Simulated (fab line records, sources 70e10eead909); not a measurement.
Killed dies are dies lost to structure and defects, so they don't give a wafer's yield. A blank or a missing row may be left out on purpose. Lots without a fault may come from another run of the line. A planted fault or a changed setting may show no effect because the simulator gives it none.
A struck lot beside a sound one | flow nand_harc | 14 steps out of a route of 1302
Sound: wafers L831.1, L831.2, L831.5. Struck: wafers L838.1, L838.4, L838.6. The cause comes at the end.
At each step with rows: each side's tool, then ch and its chambers, then its first start. Under that, the readings that differ: sound wafers | struck wafers | difference of the means | sigmas: that difference in standard deviations of wafers without a fault.
alike: readings whose means differ by less than 2 such deviations, and words and numbers that are the same on both sides. not compared: withheld readings, readings that some wafer has no value for, bounds like >300 that may hide the same value, and numbers for which the record gives no deviation and whose values overlap.
The two part at a step that has a row with sigmas, a row that says differs or no value, or rows on one side only. Numbers that don't overlap but have no deviation are shown without sigmas and don't part them. A reading that every wafer of one side lacks parts them only if that side has two wafers or more.

NHARC_A_M0_PRE_CLEAN_29: time 30 s.
  sound on pvd_sputter-01; struck on pvd_sputter-02
  alike: heater_power_w
NHARC_A_M0_PVD_20: deposits TaN, target thk 5 nm, time 8.06 s.
  sound on pvd_sputter-01; struck on pvd_sputter-02
  alike: throttle_valve_pct
NHARC_A_M0_PVD_21: deposits Cu, target thk 30 nm, time 20.49 s.
  sound on pvd_sputter-01; struck on pvd_sputter-02
  alike: throttle_valve_pct
then, 2 steps without rows for these wafers: NHARC_A_M0_ECD_22 (material Cu, target thk 400 nm); NHARC_A_M0_ANNEAL_30 (time 90 s).
NHARC_A_M0_CMP_23: polishes, t overpolish 20 s, target thk 113.75 nm.
  sound on cmp-02 ch 0,1,3, day 27 15:52; struck on cmp-01 ch 0,1,2, day 28 21:05
  alike: edge_zone_pressure_frac, motor_current_A, time_to_endpoint_s
NHARC_A_M0_THK_MEAS_24: measures by xrf.
  sound on film_metro-02, day 27 16:11; struck on film_metro-01, day 28 21:23
  alike: thk_nm
then, 1 step without rows for these wafers: NHARC_A_M0_SRD_25.
NHARC_A_M0_INSPECT_27:
  sound on defect_inspect-01, day 27 16:20; struck on defect_inspect-01, day 28 21:32
  alike: raw_defect_count
then, 1 step without rows for these wafers: NHARC_A_M0_PRE_CLEAN_31 (time 12 s).
NHARC_A_M0_DEP_32: deposits SiCN, target thk 30 nm.
  sound on pecvd-03 ch 0,1,2, day 27 16:29; struck on pecvd-01 ch 0,2, day 28 21:43
  alike: chamber_pressure_Torr, heater_power_outer_w, heater_power_w
  not compared: since_wet_clean_h
NHARC_A_M1_DEP_00: deposits SiOC, target thk 182.5 nm.
  sound on pecvd-01 ch 1,2, day 27 16:55; struck on pecvd-04 ch 0,1, day 28 22:22
  no value came back on the struck wafers for chamber_pressure_Torr (Torr), rf_fwd_power_W (W); on the sound wafers chamber_pressure_Torr (Torr) reads 4.985 5.001 4.984
  not compared: since_wet_clean_h
then, 1 step without rows for these wafers: NHARC_A_M1_DEHYDRATE_01 (time 120 s).
NHARC_END_SORT_01:
  the record has rows for the struck wafers here (prober-02 ch 0, day 30 09:56) and none for the sound ones

WHERE THEY PART
First at NHARC_A_M1_DEP_00; last, within this record, at NHARC_END_SORT_01.

WHY: what the simulator had put in
Skipped step whole: pecvd-04, from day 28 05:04 on, at NHARC_A_M1_DEP_00. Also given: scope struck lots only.
